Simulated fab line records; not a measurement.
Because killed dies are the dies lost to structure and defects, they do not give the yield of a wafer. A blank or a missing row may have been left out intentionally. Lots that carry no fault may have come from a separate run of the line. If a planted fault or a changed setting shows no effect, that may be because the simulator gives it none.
A lot that was struck, set against a sound lot -- flow n5_finfet -- 15 out of 1938 route steps
Sound: the wafers L225.2, L225.4, L225.5. Struck: wafer L239.6 (left out: L239.3, L239.4 of the same lot, which were not struck); the cause appears at the end.
Per side, at each step with rows, come the tool, then ch with its chambers, and then its first start. Under that, the readings that differ: sound wafers -- struck wafers -- difference of the means -- sigmas: that difference in standard deviations of wafers without a fault.
alike: a reading whose means differ by less than 2 such deviations, as well as words and numbers matching on both sides. not compared: withheld readings; readings where some wafer has no value; bounds like >300 that might hide an equal value; numbers whose values overlap and for which the record gives no deviation.
Wherever a step has rows on one side only, a row that says differs or no value, or a row with sigmas, the two part there. When numbers do not overlap yet have no deviation, they are printed without sigmas and do not part them. Lack of a reading on every wafer of one side parts them only where that side has two or more wafers.

first, 8 steps without rows for these wafers: N5_MIM_TOP_LITHO_HMDS_01 (time 60 s); N5_MIM_TOP_LITHO_COAT_02; N5_MIM_TOP_LITHO_EBR_04; N5_MIM_TOP_LITHO_SOFTBAKE_03 (time 90 s); N5_MIM_TOP_LITHO_EXPOSE_05 (exposes mask MIM TOP, target cd 2000 nm); N5_MIM_TOP_LITHO_PEB_06; N5_MIM_TOP_LITHO_DEVELOP_07 (develop time 60 s); N5_MIM_TOP_LITHO_HARDBAKE_09 (time 120 s).
N5_MIM_TOP_LITHO_CD_MEAS_08: target cd 2000 nm.
  sound on cd_sem-01 ch 0, day 12 10:11; struck on cd_sem-01 ch 0, day 16 21:09
  alike: cd_nm
N5_MIM_TOP_LITHO_OVL_MEAS_11:
  sound on overlay-01 ch 0, day 12 10:13; struck on overlay-01 ch 0, day 16 21:11
  alike: MIM_TOP_OVL
N5_MIM_TOP_LITHO_INSPECT_12: inspects for defects (macro).
  struck on defect_inspect-02, day 16 21:13; sound on defect_inspect-01, day 12 10:15
  alike: raw_defect_count
N5_MIM_TOP_LITHO_DESCUM_10: chemistry O2, time 7.9 s.
  sound on rie_diel-03 ch 0,1,2, day 12 10:42; struck on rie_diel-01 ch 2, day 16 22:40
reading,sound,struck,difference,sigmas
showerhead_plenum_p_Torr (Torr),2.20 2.07 2.08,1.99,-0.13,-2
  alike: drypump_motor_current_A, oes_product_au, rf_vpp_V, throttle_valve_pct
  not compared: rf_hours_counter_h
N5_MIM_TOP_ETCH_ETCH_00: etches TiN in Cl2/BCl3, target depth 38.5 nm.
  sound on rie_metal-02 ch 0,1, day 12 10:47; struck on rie_metal-03 ch 0, day 16 22:48
reading,sound,struck,difference,sigmas
oes_product_au (a.u.),0.84 0.84 0.86,1.02,+0.17,+4
throttle_valve_pct (%),22.88 22.88 23.08,22.44,-0.51,-3
model.MIM_TOP_ETCH.feature_depth_nm (nm),38.2 38.2 38.8,54.2,+15.8,
model.etch.depth_nm (nm),38.17 38.13 38.85,54.14,+15.76,
  alike: drypump_motor_current_A
  not compared: rf_hours_counter_h, model.coat_of_MIM_TOP_LITHO_COAT_02.thk_nm
N5_MIM_TOP_ETCH_STRIP_01: strips in O2.
  sound on rie_diel-05 ch 2,3, day 12 10:56; struck on rie_diel-02 ch 1, day 16 22:55
  alike: drypump_motor_current_A, oes_product_au, rf_vpp_V, showerhead_plenum_p_Torr, throttle_valve_pct
  not compared: rf_hours_counter_h
N5_PASSIVATION_PROBE_49:
  sound wafers here have rows in the record (prober-02, day 12 22:53); struck ones have none

== WHERE THEY PART ==
At N5_MIM_TOP_LITHO_DESCUM_10 first; at N5_PASSIVATION_PROBE_49 last (within this record only).

WHY: what the simulator had put in
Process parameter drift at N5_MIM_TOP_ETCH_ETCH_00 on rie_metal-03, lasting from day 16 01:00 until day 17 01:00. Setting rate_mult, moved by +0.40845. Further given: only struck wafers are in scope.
